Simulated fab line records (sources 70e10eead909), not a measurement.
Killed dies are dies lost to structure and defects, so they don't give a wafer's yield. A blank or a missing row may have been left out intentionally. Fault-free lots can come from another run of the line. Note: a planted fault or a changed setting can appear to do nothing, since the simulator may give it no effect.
Which tool was responsible? / flow nand-harc / 36 wafers from 12 lots sampled at 4 of the route's 1159 steps

== WHAT EACH GAUGE READ, for each wafer ==
NHARC_P_GATE_CD_MEAS_26: target cd 120 nm. Usual: cd-nm reads 119.7 nm (standard deviation 0.59).
lot=L204; measured=day 4 16:35; on=cd-sem-01; cd-nm (nm)=120.8 120.4 120.5; flag=
lot=L205; measured=day 4 16:45; on=cd-sem-02; cd-nm (nm)=120.3 120.0 119.5; flag=
lot=L207; measured=day 5 06:32; on=cd-sem-01; cd-nm (nm)=118.6 119.2 119.3; flag=
lot=L208; measured=day 5 17:11; on=cd-sem-01; cd-nm (nm)=119.7 119.5 120.0; flag=
lot=L210; measured=day 6 10:26; on=cd-sem-01; cd-nm (nm)=119.4 119.2 119.1; flag=
lot=L212; measured=day 6 18:51; on=cd-sem-02; cd-nm (nm)=118.8 119.0 119.2; flag=
lot=L213; measured=day 7 01:25; on=cd-sem-03; cd-nm (nm)=119.1 120.1 119.6; flag=
lot=L215; measured=day 7 22:56; on=cd-sem-02; cd-nm (nm)=185.1 185.9 186.2 185.5 185.6 185.8; flag=OFF
lot=L216; measured=day 7 21:37; on=cd-sem-03; cd-nm (nm)=120.4 120.3 120.6; flag=
lot=L217; measured=day 7 23:11; on=cd-sem-01; cd-nm (nm)=120.8 119.8 120.3; flag=
lot=L220; measured=day 8 11:49; on=cd-sem-01; cd-nm (nm)=186.1 186.2 185.6 185.5 186.3 185.5; flag=OFF
lot=L227; measured=day 10 05:47; on=cd-sem-01; cd-nm (nm)=119.6 119.6 119.7; flag=

== EACH LOT AND THE TOOL THAT RAN IT (in order: tool; ch and the chambers of the sampled wafers; start) ==
lot=L204; NHARC_P_ZERO_WELL_DESCUM_13=rie-diel-02 ch 0,1,3, day 1 13:23; NHARC_P_ZERO_WELL_ETCH_63=rie-si-01 ch 0,1,3, day 1 13:39; NHARC_P_GATE_PEB_24=litho-track-04 ch 0, day 4 16:31
lot=L205; NHARC_P_ZERO_WELL_DESCUM_13=rie-diel-12 ch 0,1,2, day 1 19:26; NHARC_P_ZERO_WELL_ETCH_63=rie-si-02 ch 0,1,2, day 1 19:43; NHARC_P_GATE_PEB_24=litho-track-01 ch 0, day 4 16:40
lot=L207; NHARC_P_ZERO_WELL_DESCUM_13=rie-diel-03 ch 0,2,3, day 2 07:25; NHARC_P_ZERO_WELL_ETCH_63=rie-si-02 ch 0,1,2, day 2 07:42; NHARC_P_GATE_PEB_24=litho-track-06 ch 0, day 5 06:28
lot=L208; NHARC_P_ZERO_WELL_DESCUM_13=rie-diel-02 ch 0,2,3, day 2 13:23; NHARC_P_ZERO_WELL_ETCH_63=rie-si-01 ch 0,3, day 2 13:38; NHARC_P_GATE_PEB_24=litho-track-06 ch 0, day 5 17:07
lot=L210; NHARC_P_ZERO_WELL_DESCUM_13=rie-diel-12 ch 1,2,3, day 3 01:24; NHARC_P_ZERO_WELL_ETCH_63=rie-si-05 ch 0,2,3, day 3 01:40; NHARC_P_GATE_PEB_24=litho-track-06 ch 0, day 6 10:20
lot=L212; NHARC_P_ZERO_WELL_DESCUM_13=rie-diel-12 ch 0,2,3, day 3 13:23; NHARC_P_ZERO_WELL_ETCH_63=rie-si-05 ch 0,2,3, day 3 13:40; NHARC_P_GATE_PEB_24=litho-track-06 ch 0, day 6 18:46
lot=L213; NHARC_P_ZERO_WELL_DESCUM_13=rie-diel-02 ch 0,1,3, day 3 19:28; NHARC_P_ZERO_WELL_ETCH_63=rie-si-01 ch 0,1,3, day 3 19:46; NHARC_P_GATE_PEB_24=litho-track-06 ch 0, day 7 01:20
lot=L215; NHARC_P_ZERO_WELL_DESCUM_13=rie-diel-12 ch 1,3, day 4 07:24; NHARC_P_ZERO_WELL_ETCH_63=rie-si-02 ch 0,3, day 4 07:39; NHARC_P_GATE_PEB_24=litho-track-06 ch 0, day 7 22:51
lot=L216; NHARC_P_ZERO_WELL_DESCUM_13=rie-diel-12 ch 2,3, day 4 13:18; NHARC_P_ZERO_WELL_ETCH_63=rie-si-01 ch 0,3, day 4 13:34; NHARC_P_GATE_PEB_24=litho-track-04 ch 0, day 7 21:32
lot=L217; NHARC_P_ZERO_WELL_DESCUM_13=rie-diel-12 ch 0,2,3, day 4 19:24; NHARC_P_ZERO_WELL_ETCH_63=rie-si-02 ch 0,1,3, day 4 19:40; NHARC_P_GATE_PEB_24=litho-track-04 ch 0, day 7 23:07
lot=L220; NHARC_P_ZERO_WELL_DESCUM_13=rie-diel-03 ch 1,3, day 5 13:24; NHARC_P_ZERO_WELL_ETCH_63=rie-si-01 ch 0,1, day 5 13:42; NHARC_P_GATE_PEB_24=litho-track-06 ch 0, day 8 11:44
lot=L227; NHARC_P_ZERO_WELL_DESCUM_13=rie-diel-12 ch 0,1,2, day 7 07:28; NHARC_P_ZERO_WELL_ETCH_63=rie-si-01 ch 0,1,3, day 7 07:43; NHARC_P_GATE_PEB_24=litho-track-01 ch 0, day 10 05:43
- NHARC_P_ZERO_WELL_DESCUM_13: chemistry O2, time 3 s.
- NHARC_P_ZERO_WELL_ETCH_63: etches the open film in HBr/Cl2, target depth 120 nm, time 40.1 s.
- NHARC_P_GATE_PEB_24: peb time 65 s.

== WHAT THE TOOLS THEMSELVES READ (means of the sampled wafers that have a number; where no wafer has one, the mark that the record gives instead) ==
NHARC_P_ZERO_WELL_DESCUM_13. Usual: drypump-motor-current-A 5.8 A, standard deviation 0.46; oes-product-au 1.000 a.u., standard deviation 0.0082; rf-vpp-V 57.8 V, standard deviation 0.86; showerhead-plenum-p-Torr 1.91 Torr, standard deviation 0.068; throttle-valve-pct 11.312 %, standard deviation 0.0083.
lot=L204; tool=rie-diel-02; drypump-motor-current-A (A)=5.9; oes-product-au (a.u.)=0.999; rf-vpp-V (V)=57.3; showerhead-plenum-p-Torr (Torr)=1.94; throttle-valve-pct (%)=11.318; flag=
lot=L205; tool=rie-diel-12; drypump-motor-current-A (A)=5.7; oes-product-au (a.u.)=1.009; rf-vpp-V (V)=57.9; showerhead-plenum-p-Torr (Torr)=1.86; throttle-valve-pct (%)=11.311; flag=
lot=L207; tool=rie-diel-03; drypump-motor-current-A (A)=6.0; oes-product-au (a.u.)=1.007; rf-vpp-V (V)=58.1; showerhead-plenum-p-Torr (Torr)=1.91; throttle-valve-pct (%)=11.316; flag=
lot=L208; tool=rie-diel-02; drypump-motor-current-A (A)=5.7; oes-product-au (a.u.)=1.002; rf-vpp-V (V)=57.9; showerhead-plenum-p-Torr (Torr)=1.95; throttle-valve-pct (%)=11.311; flag=
lot=L210; tool=rie-diel-12; drypump-motor-current-A (A)=5.5; oes-product-au (a.u.)=0.998; rf-vpp-V (V)=57.8; showerhead-plenum-p-Torr (Torr)=1.89; throttle-valve-pct (%)=11.317; flag=
lot=L212; tool=rie-diel-12; drypump-motor-current-A (A)=5.9; oes-product-au (a.u.)=0.994; rf-vpp-V (V)=56.7; showerhead-plenum-p-Torr (Torr)=1.86; throttle-valve-pct (%)=11.311; flag=
lot=L213; tool=rie-diel-02; drypump-motor-current-A (A)=5.9; oes-product-au (a.u.)=1.002; rf-vpp-V (V)=58.7; showerhead-plenum-p-Torr (Torr)=1.94; throttle-valve-pct (%)=11.306; flag=
lot=L215; tool=rie-diel-12; drypump-motor-current-A (A)=5.5; oes-product-au (a.u.)=1.002; rf-vpp-V (V)=58.7; showerhead-plenum-p-Torr (Torr)=1.94; throttle-valve-pct (%)=11.313; flag=
lot=L216; tool=rie-diel-12; drypump-motor-current-A (A)=5.7; oes-product-au (a.u.)=1.001; rf-vpp-V (V)=58.1; showerhead-plenum-p-Torr (Torr)=1.89; throttle-valve-pct (%)=11.322; flag=
lot=L217; tool=rie-diel-12; drypump-motor-current-A (A)=5.9; oes-product-au (a.u.)=1.004; rf-vpp-V (V)=57.4; showerhead-plenum-p-Torr (Torr)=1.86; throttle-valve-pct (%)=11.313; flag=
lot=L220; tool=rie-diel-03; drypump-motor-current-A (A)=5.4; oes-product-au (a.u.)=0.991; rf-vpp-V (V)=59.0; showerhead-plenum-p-Torr (Torr)=1.98; throttle-valve-pct (%)=11.306; flag=
lot=L227; tool=rie-diel-12; drypump-motor-current-A (A)=5.7; oes-product-au (a.u.)=0.995; rf-vpp-V (V)=56.7; showerhead-plenum-p-Torr (Torr)=1.86; throttle-valve-pct (%)=11.312; flag=

NHARC_P_ZERO_WELL_ETCH_63. Usual: drypump-motor-current-A 5.9 A, standard deviation 0.38; oes-product-au 0.999 a.u., standard deviation 0.0073; throttle-valve-pct 26.406 %, standard deviation 0.0084.
lot=L204; tool=rie-si-01; drypump-motor-current-A (A)=5.4; oes-product-au (a.u.)=1.000; throttle-valve-pct (%)=26.405; flag=
lot=L205; tool=rie-si-02; drypump-motor-current-A (A)=6.1; oes-product-au (a.u.)=0.994; throttle-valve-pct (%)=26.407; flag=
lot=L207; tool=rie-si-02; drypump-motor-current-A (A)=6.0; oes-product-au (a.u.)=0.992; throttle-valve-pct (%)=26.405; flag=
lot=L208; tool=rie-si-01; drypump-motor-current-A (A)=5.4; oes-product-au (a.u.)=1.006; throttle-valve-pct (%)=26.408; flag=
lot=L210; tool=rie-si-05; drypump-motor-current-A (A)=6.2; oes-product-au (a.u.)=0.998; throttle-valve-pct (%)=26.400; flag=
lot=L212; tool=rie-si-05; drypump-motor-current-A (A)=6.2; oes-product-au (a.u.)=1.004; throttle-valve-pct (%)=26.406; flag=
lot=L213; tool=rie-si-01; drypump-motor-current-A (A)=5.4; oes-product-au (a.u.)=0.995; throttle-valve-pct (%)=26.408; flag=
lot=L215; tool=rie-si-02; drypump-motor-current-A (A)=6.2; oes-product-au (a.u.)=1.000; throttle-valve-pct (%)=26.418; flag=
lot=L216; tool=rie-si-01; drypump-motor-current-A (A)=5.3; oes-product-au (a.u.)=1.002; throttle-valve-pct (%)=26.403; flag=
lot=L217; tool=rie-si-02; drypump-motor-current-A (A)=6.2; oes-product-au (a.u.)=0.997; throttle-valve-pct (%)=26.413; flag=
lot=L220; tool=rie-si-01; drypump-motor-current-A (A)=5.3; oes-product-au (a.u.)=1.006; throttle-valve-pct (%)=26.411; flag=
lot=L227; tool=rie-si-01; drypump-motor-current-A (A)=5.4; oes-product-au (a.u.)=0.997; throttle-valve-pct (%)=26.416; flag=

NHARC_P_GATE_PEB_24. Usual: heater-power-total-W reads 156.6 W (standard deviation 0.43).
lot=L204; tool=litho-track-04; heater-power-total-W (W)=156.9; flag=
lot=L205; tool=litho-track-01; heater-power-total-W (W)=156.8; flag=
lot=L207; tool=litho-track-06; heater-power-total-W (W)=156.3; flag=
lot=L208; tool=litho-track-06; heater-power-total-W (W)=156.1; flag=
lot=L210; tool=litho-track-06; heater-power-total-W (W)=156.6; flag=
lot=L212; tool=litho-track-06; heater-power-total-W (W)=156.8; flag=
lot=L213; tool=litho-track-06; heater-power-total-W (W)=156.6; flag=
lot=L215; tool=litho-track-06; heater-power-total-W (W)=346.9; flag=OFF
lot=L216; tool=litho-track-04; heater-power-total-W (W)=156.5; flag=
lot=L217; tool=litho-track-04; heater-power-total-W (W)=156.6; flag=
lot=L220; tool=litho-track-06; heater-power-total-W (W)=345.3; flag=OFF
lot=L227; tool=litho-track-01; heater-power-total-W (W)=157.0; flag=

== THE ANSWER, worked out from the rows above alone ==
Rule: lot off if the mean of its wafers having a number is beyond 3 standard deviations from the usual mean. A lot without any number at a reading at which 4 lots or more have one is off too. Where the step has rows for the other lots, those lots are counted as sound. First the gauges in route order, then the tools' own readings, where a lot's mean is used as printed above. The first step at which some lot is off is used, and at that step the reading that is off furthest; a lot without a number counts as furthest.
Off at NHARC_P_GATE_CD_MEAS_26 (cd-nm): L215, L220.
If a tool, at a process step before that reading, ran all the lots that are off and no sound lot after the first of them, it fits. The gauges at NHARC_P_GATE_CD_MEAS_26 aren't tried: what is off there is off at NHARC_P_GATE_PEB_24 too, on other tools, and a gauge's error can't cause that. One candidate fits, namely litho-track-06 at NHARC_P_GATE_PEB_24. A fault onset in the window from L213 (day 7 01:20, its last sound lot) to L215 (day 7 22:51, its first lot off) fits.
The tool's own readings at NHARC_P_GATE_PEB_24 bear it out: on the lots that are off they differ by more than 5 times the standard deviation of the sound lots' means. heater-power-total-W reads 346.1 W there against 156.6 W on the sound lots.

== WHAT THE SIMULATOR HAD PUT IN ==
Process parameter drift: litho-track-06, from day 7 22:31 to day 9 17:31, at NHARC_P_GATE_PEB_24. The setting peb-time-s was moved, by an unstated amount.
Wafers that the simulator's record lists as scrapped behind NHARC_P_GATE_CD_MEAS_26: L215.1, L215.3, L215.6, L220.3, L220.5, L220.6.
Shown lots that were struck: L215, L220. The rule above found the same.
